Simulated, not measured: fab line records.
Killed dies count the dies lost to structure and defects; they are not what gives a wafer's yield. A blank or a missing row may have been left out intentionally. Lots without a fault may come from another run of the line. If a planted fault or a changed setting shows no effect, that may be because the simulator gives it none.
fab line records -- flow nand-harc
record lots=5, wafers=15, last-day=33
route steps=1302 shown A_M1@1172 A_BONDPAD@1202 END@1302
lots untouched by any fault: they come from a run of this same line in which no faults occurred
start-h: start of the lot's first displayed wafer, in hours after the record's first day -- wait-h: hours elapsed since this lot's preceding step -- " identical to the entry in the row above -- L1.1+2: a row that stands for several wafers -- - either no value or no given start -- * or withheld: withheld -- < > ~ a bound
route shown NAME@n: a module of which the file shows steps, and the number in the route of the first -- usual: mean/standard deviation of fault-free wafers -- same: alike in all rows -- chamber/n: place in a boat -- sites: per-site readings -- _std_site: the values' standard deviation -- _edge_site: the outer-site mean with the inner-site mean subtracted -- radius-mm: how far each site lies from the wafer's centre -- mask NAME#n: copy n -- behind: the most recent tool/chamber to have shaped the wafer -- hold: cause of the lot's hold/its duration in hours/its outcome -- device: which transistor (n, p or np) failed to switch -- end of line: the route-end tests of the same wafers -- a step without rows: its recipe alone -- killed: the dies lost at the first sort to structure and to defects; this is not the yield of the wafer -- map: shows each die of a wafer: x if killed, . if not, _ if none is there
set.NAME: the setting as run; set.NAME@STEP: as run at that earlier step -- model.NAME: the simulator's own value behind a step, which no gauge read
lots at some steps of the route; a table a step, a row a wafer
services: the hour from which a tool's chamber was out of use, counted from the record's first day as start-h (under 0 if before that day), plus the number of hours and why
## steps
# step NHARC_A_M1_COAT_34
# recipe temp-c=200, time-s=65
# step NHARC_A_M1_COAT_03
# recipe spin-rpm=1500, resist-thk-nm=90
# step NHARC_A_M1_SOFTBAKE_04
# recipe temp-c=105, time-s=55
# step NHARC_A_M1_EBR_05
# step NHARC_A_M1_EXPOSE_06
# recipe na=1.35, target-cd-nm=120, dose-mj=75.13, mask-id=A_M1
# step NHARC_A_M1_PEB_07
# recipe peb-temp-c=100, peb-time-s=65
# step NHARC_A_M1_DEVELOP_08
# recipe develop-time-s=35, dev-temp-c=23
# step NHARC_A_M1_CD_MEAS_09
# recipe target-cd-nm=120, landing-energy-ev=500
# usual cd-nm=120.1/0.4
lot.wafer,tool,chamber,start-h,wait-h,cd-nm
L538.4,cd-sem-02,0,569.24,-,119.6
L538.5,cd-sem-02,0,569.24,-,120.2
L538.6,cd-sem-02,0,569.24,-,119.7
L544.2,cd-sem-01,0,599.80,-,119.9
L544.3,cd-sem-01,0,599.80,-,120.3
L544.5,cd-sem-01,0,599.80,-,120.2
L549.1,cd-sem-02,0,654.20,-,120.1
L549.5,cd-sem-02,0,654.20,-,120.8
L549.6,cd-sem-02,0,654.20,-,120.5
L557.2,cd-sem-02,0,722.49,-,119.6
L557.3,cd-sem-02,0,722.49,-,120.9
L557.6,cd-sem-02,0,722.49,-,120.1
L559.3,cd-sem-02,0,752.27,-,120.2
L559.4,cd-sem-02,0,752.27,-,120.1
L559.5,cd-sem-02,0,752.27,-,119.8
# step NHARC_A_M1_OVL_MEAS_10
# recipe pitch-nm=240
# usual overlay-x-nm=0.1/0.86, overlay-y-nm=0.0/0.73
lot.wafer,tool,chamber,start-h,wait-h,overlay-x-nm,overlay-y-nm
L538.4,overlay-02,-,569.32,-,-0.2,-0.3
L538.5,overlay-02,-,569.32,-,-0.1,-0.6
L538.6,overlay-02,-,569.32,-,-0.1,-0.5
L544.2,overlay-02,-,599.88,-,-2.0,0.8
L544.3,overlay-02,-,599.88,-,-2.1,1.0
L544.5,overlay-02,-,599.88,-,-2.2,0.5
L549.1,overlay-02,-,654.29,-,-0.3,0.0
L549.5,overlay-02,-,654.29,-,-0.2,-0.1
L549.6,overlay-02,-,654.29,-,-0.5,-0.4
L557.2,overlay-01,-,722.57,-,0.0,-0.9
L557.3,overlay-01,-,722.57,-,0.0,-1.0
L557.6,overlay-01,-,722.57,-,0.3,-0.2
L559.3,overlay-02,-,752.36,-,1.2,0.6
L559.4,overlay-02,-,752.36,-,1.1,1.2
L559.5,overlay-02,-,752.36,-,1.1,0.5
# step NHARC_A_M1_INSPECT_11
# usual raw-defect-count=81/30
lot.wafer,tool,chamber,start-h,wait-h,raw-defect-count
L538.4,defect-inspect-01,-,569.36,0.0,69
L538.5,defect-inspect-01,-,569.36,0.0,88
L538.6,defect-inspect-01,-,569.36,0.0,82
L544.2,defect-inspect-01,-,599.94,0.1,74
L544.3,defect-inspect-01,-,599.94,0.1,65
L544.5,defect-inspect-01,-,599.94,0.1,78
L549.1,defect-inspect-01,-,654.32,0.0,37
L549.5,defect-inspect-01,-,654.32,0.0,38
L549.6,defect-inspect-01,-,654.32,0.0,40
L557.2,defect-inspect-02,-,722.61,0.0,59
L557.3,defect-inspect-02,-,722.61,0.0,87
L557.6,defect-inspect-02,-,722.61,0.0,76
L559.3,defect-inspect-01,-,752.39,0.0,76
L559.4,defect-inspect-01,-,752.39,0.0,61
L559.5,defect-inspect-01,-,752.39,0.0,85
# step NHARC_A_M1_DESCUM_14
# recipe time-s=3, o2-flow-sccm=200, ar-flow-sccm=0, bias-power-w=0, chemistry=O2
# step NHARC_A_M1_ETCH_35
# recipe target-depth-a=400, overetch-a=120, time-s=43.94, ion-energy-ev=200, n2-flow-sccm=150, h2-flow-sccm=150, ar-flow-sccm=0, rf-w=400, bias-w=150, chemistry=N2/H2
# usual drypump-motor-current-A=5.9/0.51, oes-product-au=1.002/0.0074, rf-vpp-V=430.6/2.2, showerhead-plenum-p-Torr=2.04/0.072, throttle-valve-pct=14.171/0.0087
# same time-s=43.94
lot.wafer,tool,chamber,start-h,wait-h,drypump-motor-current-A,oes-product-au,rf-hours-counter-h,rf-vpp-V,showerhead-plenum-p-Torr,throttle-valve-pct
L538.4,rie-diel-02,2,569.54,0.1,5.1,1.004,-,428.9,2.00,14.156
L538.6,rie-diel-02,0,569.54,0.1,6.0,1.007,-,430.9,2.06,14.166
L538.5,rie-diel-02,1,569.54,0.1,6.5,0.992,-,426.5,1.96,14.172
L544.2,rie-diel-02,3,600.09,0.1,5.7,0.998,0.6,433.4,2.15,14.166
L544.3,rie-diel-02,1,600.09,0.1,6.5,1.007,0.6,429.3,1.96,14.159
L544.5,rie-diel-02,3,600.09,0.1,5.7,1.007,-,432.9,2.15,14.169
L549.1,rie-diel-02,0,654.48,0.1,5.9,1.011,3.7,431.2,2.05,14.166
L549.5,rie-diel-02,3,654.48,0.1,5.7,1.018,-,434.2,2.15,14.155
L549.6,rie-diel-02,0,654.48,0.1,6.0,1.012,-,431.7,2.05,14.164
L557.3,rie-diel-01,0,722.77,0.1,5.2,1.002,3.1,430.7,2.01,14.184
L557.2,rie-diel-01,1,722.77,0.1,6.1,0.989,3.2,428.8,1.97,14.151
L557.6,rie-diel-01,2,722.77,0.1,5.8,0.994,-,430.5,2.04,14.173
L559.3,rie-diel-01,2,752.54,0.1,5.8,0.996,0.1,430.3,2.04,14.175
L559.4,rie-diel-01,1,752.54,0.1,6.2,1.007,0.1,426.9,1.97,14.176
L559.5,rie-diel-01,3,752.54,0.1,6.6,0.999,-,434.3,2.16,14.174
# step NHARC_A_M1_ETCH_15
# recipe target-depth-a=1825, time-s=91.2, c4f8-flow-sccm=withheld, ar-flow-sccm=400, rf-w=600, bias-w=300, chemistry=C4F8/Ar
# usual oes-product-au=0.962/0.019, rf-vpp-V=440.9/2.1
# same time-s=91.2
lot.wafer,tool,chamber,start-h,wait-h,oes-product-au,rf-hours-counter-h,rf-vpp-V
L538.5,rie-diel-02,0,569.65,-,0.940,-,441.6
L538.4,rie-diel-02,1,569.65,-,0.962,-,438.9
L538.6,rie-diel-02,2,569.65,-,0.938,-,439.3
L544.2,rie-diel-02,2,600.19,-,0.993,0.7,438.4
L544.3,rie-diel-02,3,600.19,-,0.969,0.6,442.9
L544.5,rie-diel-02,1,600.19,-,0.978,-,439.3
L549.1,rie-diel-02,0,654.56,-,0.934,3.7,441.3
L549.6,rie-diel-02,0,654.56,-,0.932,-,441.0
L549.5,rie-diel-02,1,654.56,-,0.932,-,440.3
L557.2,rie-diel-01,2,722.85,-,0.956,3.1,440.1
L557.3,rie-diel-01,0,722.85,-,0.976,3.1,440.0
L557.6,rie-diel-01,1,722.85,-,0.977,-,438.6
L559.3,rie-diel-01,2,752.63,-,0.982,0.1,441.6
L559.4,rie-diel-01,3,752.63,-,0.976,0.1,445.8
L559.5,rie-diel-01,3,752.63,-,0.974,-,444.2
# step NHARC_A_M1_CD_MEAS_16
# usual cd-nm=120.0/0.61
lot.wafer,tool,chamber,start-h,wait-h,cd-nm
L538.4,cd-sem-01,-,569.77,-,119.1
L538.5,cd-sem-01,-,569.77,-,119.9
L538.6,cd-sem-01,-,569.77,-,119.8
L544.2,cd-sem-01,-,600.30,-,119.8
L544.3,cd-sem-01,-,600.30,-,119.6
L544.5,cd-sem-01,-,600.30,-,120.8
L549.1,cd-sem-01,-,654.69,-,121.2
L549.5,cd-sem-01,-,654.69,-,120.0
L549.6,cd-sem-01,-,654.69,-,120.6
L557.2,cd-sem-02,-,723.00,-,120.5
L557.3,cd-sem-02,-,723.00,-,119.7
L557.6,cd-sem-02,-,723.00,-,119.9
L559.3,cd-sem-02,-,752.76,-,119.9
L559.4,cd-sem-02,-,752.76,-,119.9
L559.5,cd-sem-02,-,752.76,-,119.4
# step NHARC_A_M1_STRIP_18
# recipe power-w=1000, n2-flow-sccm=150, h2-flow-sccm=150, ar-flow-sccm=0, bias-w=0, chemistry=N2/H2
# step NHARC_A_M1_ETCH_28
# recipe target-depth-a=300, over-etch-frac=0.3, time-s=72.99, ion-energy-ev=150, cf4-flow-sccm=50, n2-flow-sccm=100, ar-flow-sccm=150, rf-w=300, bias-w=100, chemistry=CF4/N2
# step NHARC_A_M1_STRIP_19
# recipe time-s=600, temp-c=30, chemistry=post-etch-residue-remover
# step NHARC_A_M1_DEGAS_29
# recipe temp-c=250, time-s=60
# step NHARC_A_M1_PRE_CLEAN_30
# recipe time-s=30, temp-c=280, gas=H2/He
# usual heater-power-w=403/19
# same time-s=30
lot.wafer,tool,chamber,start-h,wait-h,heater-power-w
L538.4,pvd-sputter-02,-,-,-,403
L538.6,pvd-sputter-02,-,-,-,407
L538.5,pvd-sputter-02,-,-,-,456
L544.3,pvd-sputter-01,-,-,-,375
L544.2,pvd-sputter-01,-,-,-,386
L544.5,pvd-sputter-01,-,-,-,372
L549.1,pvd-sputter-02,-,-,-,429
L549.5,pvd-sputter-02,-,-,-,407
L549.6,pvd-sputter-02,-,-,-,391
L557.2,pvd-sputter-03,-,-,-,394
L557.3,pvd-sputter-03,-,-,-,409
L557.6,pvd-sputter-03,-,-,-,406
L559.4,pvd-sputter-03,-,-,-,401
L559.3,pvd-sputter-03,-,-,-,395
L559.5,pvd-sputter-03,-,-,-,393
# step NHARC_A_M1_PVD_20
# recipe target-thk-a=50, bias-v=168.6, power-w=15000, chamber-pressure-pa=0.12, time-s=8.06, substrate-temp-c=50, material=TaN
# usual cathode-dc-power-W=15000/2.6, throttle-valve-pct=30.2/0.74
# same time-s=8.06
lot.wafer,tool,chamber,start-h,wait-h,cathode-dc-power-W,throttle-valve-pct
L538.4,pvd-sputter-02,-,-,-,14999,29.5
L538.6,pvd-sputter-02,-,-,-,15000,29.5
L538.5,pvd-sputter-02,-,-,-,15003,29.8
L544.2,pvd-sputter-01,-,-,-,15005,30.7
L544.3,pvd-sputter-01,-,-,-,15002,30.5
L544.5,pvd-sputter-01,-,-,-,15000,31.1
L549.1,pvd-sputter-02,-,-,-,15001,29.6
L549.5,pvd-sputter-02,-,-,-,14998,29.6
L549.6,pvd-sputter-02,-,-,-,14999,29.7
L557.3,pvd-sputter-03,-,-,-,14995,30.0
L557.2,pvd-sputter-03,-,-,-,15002,30.6
L557.6,pvd-sputter-03,-,-,-,14999,30.8
L559.4,pvd-sputter-03,-,-,-,15001,31.4
L559.3,pvd-sputter-03,-,-,-,14997,30.9
L559.5,pvd-sputter-03,-,-,-,14998,30.1
# step NHARC_A_M1_PVD_21
# recipe target-thk-a=300, chamber-pressure-pa=5, power-w=5000, substrate-temp-c=30, time-s=20.49, material=Cu
# usual cathode-dc-power-W=5000.0/0.97, throttle-valve-pct=30.2/0.76
# same time-s=20.49
lot.wafer,tool,chamber,start-h,wait-h,cathode-dc-power-W,throttle-valve-pct
L538.4,pvd-sputter-02,-,-,-,4999.8,29.4
L538.6,pvd-sputter-02,-,-,-,5001.1,30.6
L538.5,pvd-sputter-02,-,-,-,4999.4,29.9
L544.3,pvd-sputter-01,-,-,-,5000.1,28.8
L544.2,pvd-sputter-01,-,-,-,5000.6,30.5
L544.5,pvd-sputter-01,-,-,-,5000.6,28.5
L549.1,pvd-sputter-02,-,-,-,4999.3,30.2
L549.6,pvd-sputter-02,-,-,-,4998.6,29.7
L549.5,pvd-sputter-02,-,-,-,4998.8,30.0
L557.2,pvd-sputter-03,-,-,-,5000.6,29.9
L557.3,pvd-sputter-03,-,-,-,4999.5,30.6
L557.6,pvd-sputter-03,-,-,-,5000.7,30.5
L559.3,pvd-sputter-03,-,-,-,5001.6,30.9
L559.4,pvd-sputter-03,-,-,-,5001.6,30.1
L559.5,pvd-sputter-03,-,-,-,4999.7,30.9
# step NHARC_A_M1_ECD_22
# recipe target-thk-a=4000, bath-temp-c=25, material=Cu
# step NHARC_A_M1_ANNEAL_31
# recipe temp-c=225, time-s=90
# step NHARC_A_M1_CMP_23
# recipe t-overpolish-s=20, target-thk-nm=154.34
# usual motor-current-A=11.3/0.94, time-to-endpoint-s=29.1/2.5
lot.wafer,tool,chamber,start-h,wait-h,motor-current-A,time-to-endpoint-s
L538.4,cmp-03,2,571.61,-,10.8,28.7
L538.5,cmp-03,0,571.61,-,9.5,27.4
L538.6,cmp-03,1,571.61,-,11.7,32.5
L544.3,cmp-01,2,602.17,-,11.3,29.9
L544.2,cmp-01,3,602.17,-,10.2,26.1
L544.5,cmp-01,0,602.17,-,12.0,27.6
L549.1,cmp-03,2,656.56,-,11.5,29.9
L549.5,cmp-03,3,656.56,-,12.3,28.9
L549.6,cmp-03,0,656.56,-,9.5,27.8
L557.2,cmp-03,0,724.79,-,10.3,27.6
L557.3,cmp-03,1,724.79,-,12.1,28.2
L557.6,cmp-03,0,724.79,-,10.4,28.3
L559.3,cmp-03,3,754.64,-,11.9,27.7
L559.4,cmp-03,2,754.64,-,11.1,29.3
L559.5,cmp-03,3,754.64,-,11.7,26.6
# step NHARC_A_M1_THK_MEAS_24
# recipe thk-meas-gauge=xrf
# usual thk-nm=154.6/1.4
lot.wafer,tool,chamber,start-h,wait-h,thk-nm
L538.4,film-metro-02,-,571.87,-,154.9
L538.5,film-metro-02,-,571.87,-,154.3
L538.6,film-metro-02,-,571.87,-,156.3
L544.2,film-metro-01,-,602.43,-,152.2
L544.3,film-metro-01,-,602.43,-,153.1
L544.5,film-metro-01,-,602.43,-,152.1
L549.1,film-metro-02,-,656.79,-,154.0
L549.5,film-metro-02,-,656.79,-,155.9
L549.6,film-metro-02,-,656.79,-,153.5
L557.2,film-metro-02,-,725.10,-,151.8
L557.3,film-metro-02,-,725.10,-,154.3
L557.6,film-metro-02,-,725.10,-,152.5
L559.3,film-metro-02,-,754.96,-,153.9
L559.4,film-metro-02,-,754.96,-,155.6
L559.5,film-metro-02,-,754.96,-,156.2
# step NHARC_A_M1_SRD_25
# step NHARC_A_M1_PRE_CLEAN_32
# recipe time-s=12, temp-c=370, rf-power-w=300, gas=NH3
# step NHARC_A_M1_DEP_33
# recipe target-thk-a=300, temp-c=370, target-thk-nm=30, pressure-torr=3, flow-sccm=200, rf-w=450, material=SiCN
# step NHARC_A_BONDPAD_DEP_00
# recipe target-thk-a=2500, temp-c=370, target-thk-nm=250, pressure-torr=3, flow-sccm=200, rf-w=450, material=SiCN
# step NHARC_A_BONDPAD_CMP_29
# recipe target-thk-nm=200, material=SiCN
# step NHARC_A_BONDPAD_THK_MEAS_30
# recipe thk-meas-gauge=ellipsometry
# usual thk-nm=199.9/1.5
lot.wafer,tool,chamber,start-h,wait-h,thk-nm
L538.4,film-metro-02,-,573.39,0.2,197.9
L538.5,film-metro-02,-,573.39,0.2,197.9
L538.6,film-metro-02,-,573.39,0.2,196.5
L544.2,film-metro-01,-,603.94,0.2,200.8
L544.3,film-metro-01,-,603.94,0.2,199.3
L544.5,film-metro-01,-,603.94,0.2,200.2
L549.1,film-metro-02,-,658.30,0.2,199.0
L549.5,film-metro-02,-,658.30,0.2,198.7
L549.6,film-metro-02,-,658.30,0.2,200.3
L557.2,film-metro-01,-,726.62,0.2,200.1
L557.3,film-metro-01,-,726.62,0.2,197.5
L557.6,film-metro-01,-,726.62,0.2,197.6
L559.3,film-metro-02,-,756.47,0.2,201.6
L559.4,film-metro-02,-,756.47,0.2,201.4
L559.5,film-metro-02,-,756.47,0.2,200.7
# step NHARC_A_BONDPAD_SRD_31
# step NHARC_A_BONDPAD_DEHYDRATE_01
# recipe temp-c=150, time-s=120
# step NHARC_A_BONDPAD_HMDS_02
# recipe time-s=30
# step NHARC_A_BONDPAD_COAT_33
# recipe temp-c=200, time-s=65
# step NHARC_A_BONDPAD_COAT_03
# recipe spin-rpm=2000, resist-thk-nm=600
# step NHARC_A_BONDPAD_SOFTBAKE_04
# recipe temp-c=125, time-s=70
# step NHARC_A_BONDPAD_EBR_05
# step NHARC_A_BONDPAD_EXPOSE_06
# recipe na=0.55, dose-mj=36.99, mask-id=A_BPAD
# step NHARC_A_BONDPAD_PEB_07
# recipe peb-temp-c=128, peb-time-s=80
# step NHARC_END_SORT_01
# recipe temp-c=25
# usual defect-limited-yield=91.5/2.4, killed-at-array=52/16, killed-at-other=0.8/1.1, killed-at-periphery=4.2/2.5, killed-dies=57/16, killed-open=3.4/2, killed-short=2.6/1.6, sort_bin_2_pct=3.0/1.1, sort_bin_3_pct=0.6/0.31, sort_bin_4_pct=4.8/1.4, sort-n-pass=620/16, sort-rim-yield-pct=90/4.8, sort-yield-pct=91.5/2.4
# same gross-dies=677, sort_bin_5_pct[%]=0, sort_bin_6_pct[%]=0, sort_bin_7_pct[%]=0, sort_bin_8_pct[%]=0, sort-rim-n-gross=106.00
lot.wafer,tool,chamber,start-h,wait-h,defect-limited-yield[%],killed-at-array,killed-at-other,killed-at-periphery,killed-dies,killed-open,killed-short,sort_bin_2_pct[%],sort_bin_3_pct[%],sort_bin_4_pct[%],sort-n-pass,sort-rim-yield-pct[%],sort-yield-pct[%]
L549.1,prober-01,0,690.74,2.5,83.5,109,0,3,112,4,1,7.2,2.1,7.2,565,91,83.5
L549.5,prober-01,0,693.92,3.7,94.8,31,2,2,35,4,1,1.3,0.1,3.7,642,92,94.8
L549.6,prober-01,0,694.72,4.0,83.5,107,0,5,112,4,4,6.5,3.0,7.1,565,94,83.5
# killed by level:class
L549.1 A_M1:unspecified=81 A_CHANNEL_HOLE_D2:chamber-film-flake=12 A_CONTACT:chamber-film-flake=5 A_CHANNEL_HOLE_D1:chamber-film-flake=3 A_ZERO_WELL:chamber-film-flake=2 A_SLIT:chamber-film-flake=2 P_M0:geometric-particle:open=1 P_M0:geometric-particle:short=1
L549.5 A_CHANNEL_HOLE_D2:chamber-film-flake=15 A_CHANNEL_HOLE_D1:chamber-film-flake=3 A_CONTACT:chamber-film-flake=3 A_ONON_D1:geometric-particle:open=2 A_ZERO_WELL:chamber-film-flake=2 A_STAIRCASE:chamber-film-flake=2 A_ONON_D2:geometric-particle:short=1 A_CONTACT:geometric-particle:open=1
L549.6 A_M1:unspecified=76 A_CHANNEL_HOLE_D2:chamber-film-flake=11 A_CHANNEL_HOLE_D1:chamber-film-flake=5 P_ZERO_WELL:chamber-film-flake=5 A_STAIRCASE:chamber-film-flake=3 A_WL_FILL:geometric-particle:short=2 A_M0:geometric-particle:open=2 A_SGD_CUT:chamber-film-flake=2
# map L549.1 (x killed, . not)
____________.____________
_________......._________
_______..........._______
______.x...........______
_____.x..x.......x.._____
____...x.x......x....____
____...x.........x...____
___..............x.xx.___
___...........xxxxxxx.___
__............xxxxxx...__
__.x..........xxxxxxx..__
_............xxxxxx.xx.._
_..x..........xxxxxxxx.._
_x.x.........xxxxxxxx..._
_x...........xxxxxxxx..._
_x.........x...xxxxxxx.._
xxx.x..........xxxxx..x.x
.xxx...........xxxxxx....
...............x..xxx....
x............x...........
..x.x....................
_.....x................._
_......................._
_..............x..x....._
_.........x............._
_......................._
__.....................__
__.....................__
___...................___
___...................___
____.................____
____.................____
_____..............._____
______xx...........______
_______..........._______
_________......._________
____________.____________
# map L538.6 (x killed, . not)
____________.____________
_________x......_________
_______..........._______
______.xx..........______
_____........x..x..._____
____.x..x............____
____................x____
___..x..........x.....___
___...................___
__.....................__
__.....................__
_......................._
_..............x........_
_.x....................._
_..........x............_
_..x...................._
x..x..................x.x
x................x.......
.........................
.x.........x..x.......x..
..x..............x.......
_x...........x.xx..x...._
_x............xxxx.x...._
_...........x.xx.xx....._
_..x.........x..x...x..._
_.............xxxxx....._
__...........xxxxx.x...__
__..............x......__
___...........x..xx...___
___................x..___
____.................____
____.........x..x....____
_____..............._____
______.............______
_______..........._______
_________......._________
____________.____________
## services
tool,chamber,start-h,hours,kind
rie-diel-01,1,545.58,6.4,repair
cmp-03,-,554.08,4.0,pm
rie-diel-01,-,557.84,9.0,pm
rie-diel-02,3,559.94,10.0,repair
pvd-sputter-03,-,562.35,10.0,pm
rie-diel-02,-,570.84,9.0,pm
cmp-01,-,577.50,4.0,pm
rie-diel-01,3,578.60,5.5,repair
pvd-sputter-01,-,589.66,10.0,pm
rie-diel-02,0,614.67,1.5,repair
rie-diel-02,-,627.87,0.6,repair
cmp-01,-,641.40,1.3,repair
pvd-sputter-02,-,642.37,10.0,pm
cmp-03,-,652.08,4.0,pm
cmp-03,-,658.86,0.5,repair
rie-diel-01,1,698.39,4.2,repair
cmp-03,-,700.65,2.5,repair
cmp-03,-,709.19,0.3,repair
rie-diel-01,-,713.37,0.9,repair
pvd-sputter-02,-,725.52,2.6,repair
rie-diel-01,-,734.90,9.0,pm
pvd-sputter-03,-,740.35,10.0,pm
rie-diel-02,-,747.84,9.0,pm
cmp-03,-,750.08,4.0,pm
## key
first-sign step=NHARC_END_SORT_01, reading=killed-at-array, direction=up, sigmas=3.5, usual=52, struck=108
effect step=NHARC_END_SORT_01, reading=killed-dies, direction=up, sigmas=3.4, usual=57, struck=112
more-kills-born-at NHARC_A_M1_ETCH_15@rie-diel-02=157
met-at NHARC_A_M1_ETCH_15
struck-wafers L549.1,L549.6
onset-between 569.65 654.56
fault kind=chamber-particle-source, tool=rie-diel-02, chamber=0, onset-h=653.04, steps=NHARC_A_M1_ETCH_15, rate-per-visit-cm2=0.53023, end-h=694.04
